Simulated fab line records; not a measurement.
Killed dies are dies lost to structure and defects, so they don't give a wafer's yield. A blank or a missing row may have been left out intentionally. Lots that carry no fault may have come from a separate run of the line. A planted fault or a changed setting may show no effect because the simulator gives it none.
Split-lot experiment :: flow n5_finfet :: 21 wafers read across 7 lots, on a route 1938 steps long

## ABOUT THE SPLIT
At N5_BEOL_M2_COAT_22 (resist thk 30 nm), the setting spin_rpm was moved away from the recipe's 1500 rpm on 9 of the 21 wafers read, by -9.5% to +9.7%. For the rest of the wafers, this setting stayed at what the recipe calls for.

## FROM THE SPLIT TO THE READING: what the file shows between them, 5 steps
- N5_BEOL_M2_EBR_24
- N5_BEOL_M2_SOFTBAKE_23: time 60 s
- N5_BEOL_M2_EXPOSE_25: exposes mask V1, defocus 5 nm
- N5_BEOL_M2_PEB_26: peb time 60 s
- N5_BEOL_M2_DEVELOP_27: develop time 30 s

## THE READING
CAR-EUV_of_BEOL_M2_COAT_22.thk_nm (the simulator's own value, which no gauge read), in nm, at N5_BEOL_M2_DESCUM_33 (chemistry O2, time 7 s). The file does not state a usual value for it. Average 26.0 nm, standard deviation 0.055 nm, over the 12 wafers here run with the recipe.

wafer: L074.3
tool, chamber at the split: litho_track-04, 0
spin_rpm as run, rpm: 1500
against the recipe: recipe
CAR-EUV_of_BEOL_M2_COAT_22.thk_nm, nm: 26
against lot-mates on the recipe: -

wafer: L074.5
tool, chamber at the split: litho_track-04, 0
spin_rpm as run, rpm: 1500
against the recipe: recipe
CAR-EUV_of_BEOL_M2_COAT_22.thk_nm, nm: 26
against lot-mates on the recipe: -

wafer: L074.6
tool, chamber at the split: litho_track-04, 0
spin_rpm as run, rpm: 1500
against the recipe: recipe
CAR-EUV_of_BEOL_M2_COAT_22.thk_nm, nm: 26
against lot-mates on the recipe: -

wafer: L081.1
tool, chamber at the split: litho_track-04, 0
spin_rpm as run, rpm: 1500
against the recipe: recipe
CAR-EUV_of_BEOL_M2_COAT_22.thk_nm, nm: 26.2
against lot-mates on the recipe: -

wafer: L081.2
tool, chamber at the split: litho_track-04, 0
spin_rpm as run, rpm: 1500
against the recipe: recipe
CAR-EUV_of_BEOL_M2_COAT_22.thk_nm, nm: 26
against lot-mates on the recipe: -

wafer: L081.6
tool, chamber at the split: litho_track-04, 0
spin_rpm as run, rpm: 1357
against the recipe: -9.5%
CAR-EUV_of_BEOL_M2_COAT_22.thk_nm, nm: 27.6
against lot-mates on the recipe: +1.5

wafer: L082.2
tool, chamber at the split: litho_track-03, 0
spin_rpm as run, rpm: 1646
against the recipe: +9.7%
CAR-EUV_of_BEOL_M2_COAT_22.thk_nm, nm: 24.6
against lot-mates on the recipe: no lot-mate on the recipe

wafer: L082.4
tool, chamber at the split: litho_track-03, 0
spin_rpm as run, rpm: 1646
against the recipe: +9.7%
CAR-EUV_of_BEOL_M2_COAT_22.thk_nm, nm: 24.6
against lot-mates on the recipe: no lot-mate on the recipe

wafer: L082.3
tool, chamber at the split: litho_track-03, 0
spin_rpm as run, rpm: 1646
against the recipe: +9.7%
CAR-EUV_of_BEOL_M2_COAT_22.thk_nm, nm: 24.8
against lot-mates on the recipe: no lot-mate on the recipe

wafer: L089.2
tool, chamber at the split: litho_track-04, 0
spin_rpm as run, rpm: 1500
against the recipe: recipe
CAR-EUV_of_BEOL_M2_COAT_22.thk_nm, nm: 26
against lot-mates on the recipe: -

wafer: L089.4
tool, chamber at the split: litho_track-04, 0
spin_rpm as run, rpm: 1500
against the recipe: recipe
CAR-EUV_of_BEOL_M2_COAT_22.thk_nm, nm: 26
against lot-mates on the recipe: -

wafer: L089.6
tool, chamber at the split: litho_track-04, 0
spin_rpm as run, rpm: 1500
against the recipe: recipe
CAR-EUV_of_BEOL_M2_COAT_22.thk_nm, nm: 26
against lot-mates on the recipe: -

wafer: L092.1
tool, chamber at the split: litho_track-04, 0
spin_rpm as run, rpm: 1500
against the recipe: recipe
CAR-EUV_of_BEOL_M2_COAT_22.thk_nm, nm: 26
against lot-mates on the recipe: -

wafer: L092.3
tool, chamber at the split: litho_track-04, 0
spin_rpm as run, rpm: 1565
against the recipe: +4.3%
CAR-EUV_of_BEOL_M2_COAT_22.thk_nm, nm: 25.4
against lot-mates on the recipe: -0.6

wafer: L092.5
tool, chamber at the split: litho_track-04, 0
spin_rpm as run, rpm: 1565
against the recipe: +4.3%
CAR-EUV_of_BEOL_M2_COAT_22.thk_nm, nm: 25.4
against lot-mates on the recipe: -0.6

wafer: L093.2
tool, chamber at the split: litho_track-03, 0
spin_rpm as run, rpm: 1500
against the recipe: recipe
CAR-EUV_of_BEOL_M2_COAT_22.thk_nm, nm: 26
against lot-mates on the recipe: -

wafer: L093.4
tool, chamber at the split: litho_track-03, 0
spin_rpm as run, rpm: 1500
against the recipe: recipe
CAR-EUV_of_BEOL_M2_COAT_22.thk_nm, nm: 26
against lot-mates on the recipe: -

wafer: L093.6
tool, chamber at the split: litho_track-03, 0
spin_rpm as run, rpm: 1607
against the recipe: +7.1%
CAR-EUV_of_BEOL_M2_COAT_22.thk_nm, nm: 25.2
against lot-mates on the recipe: -0.8

wafer: L096.1
tool, chamber at the split: litho_track-03, 0
spin_rpm as run, rpm: 1550
against the recipe: +3.3%
CAR-EUV_of_BEOL_M2_COAT_22.thk_nm, nm: 25.4
against lot-mates on the recipe: -0.6

wafer: L096.5
tool, chamber at the split: litho_track-03, 0
spin_rpm as run, rpm: 1500
against the recipe: recipe
CAR-EUV_of_BEOL_M2_COAT_22.thk_nm, nm: 26
against lot-mates on the recipe: -

wafer: L096.6
tool, chamber at the split: litho_track-03, 0
spin_rpm as run, rpm: 1550
against the recipe: +3.3%
CAR-EUV_of_BEOL_M2_COAT_22.thk_nm, nm: 25.6
against lot-mates on the recipe: -0.4

FIT RESULTS
A straight line over all 21 wafers: CAR-EUV_of_BEOL_M2_COAT_22.thk_nm changes by -0.145 nm for each +1% of spin_rpm; r = -0.99; the points scatter about the line by 0.095 nm.
The same after taking each lot's own level away (the mean of its wafers on the recipe; 18 wafers): -0.143 nm for each +1%; r = -0.99; scatter 0.08 nm.
That fit puts the effect of the largest move of spin_rpm on the reading at 1.4 nm.
Across the lots, their own levels run from 26.00 to 26.10 nm, a range of 1.8 times the standard deviation given above.
So the lot-to-lot level changes the slope little: the two slopes agree.
Check: with one of the wafers moved furthest among these (-9.5%) left out of the fit, the line predicts +1.2 nm for it against its lot-mates. It came out at +1.5 nm against them.

## ADDITIONAL SPLITS CARRIED BY THESE WAFERS
Other splits were also applied to these wafers ahead of the reading. Each is held against what the fit with the lots' levels taken away leaves over:
other split on the same wafers: N5_BEOL_M0_SAQP_SPACER1_ALD_98 ald_cycles
wafers away from the commonest value: 6
r with CAR-EUV_of_BEOL_M2_COAT_22.thk_nm (lot level and that fit taken away): +0.12

other split on the same wafers: N5_BEOL_M0_SAQP_ETCH_106 target_depth_a
wafers away from the commonest value: 10
r with CAR-EUV_of_BEOL_M2_COAT_22.thk_nm (lot level and that fit taken away): +0.02

other split on the same wafers: N5_BEOL_M0_ETCH_128 source_w
wafers away from the commonest value: 3
r with CAR-EUV_of_BEOL_M2_COAT_22.thk_nm (lot level and that fit taken away): -0.28

other split on the same wafers: N5_BEOL_M1_ETCH_64 bias_w
wafers away from the commonest value: 7
r with CAR-EUV_of_BEOL_M2_COAT_22.thk_nm (lot level and that fit taken away): +0.20

other split on the same wafers: N5_BEOL_M2_ETCH_64 bias_w
wafers away from the commonest value: 11
r with CAR-EUV_of_BEOL_M2_COAT_22.thk_nm (lot level and that fit taken away): -0.28

## THE WHOLE CHAIN: every reading that the file lists as answering this split, in the file's order
step: N5_BEOL_M2_COAT_22
what it does: resist thk 30 nm
reading: CAR-EUV_of_BEOL_M2_COAT_22.thk_nm (the simulator's own value, which no gauge read)
change (the file's fit): -0.157 nm for each +1% of the setting
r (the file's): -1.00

step: N5_BEOL_M2_DEVELOP_27
what it does: develop time 30 s
reading: CAR-EUV_of_BEOL_M2_COAT_22.thk_nm (the simulator's own value, which no gauge read)
change (the file's fit): -0.147 nm for each +1% of the setting
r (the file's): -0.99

step: N5_BEOL_M2_DESCUM_33
what it does: chemistry O2, time 7 s
reading: CAR-EUV_of_BEOL_M2_COAT_22.thk_nm (the simulator's own value, which no gauge read)
change (the file's fit): -0.141 nm for each +1% of the setting
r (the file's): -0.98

## THE FILE'S OWN FIT
CAR-EUV_of_BEOL_M2_COAT_22.thk_nm changes by -0.141 nm for each +1% of spin_rpm, r = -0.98.
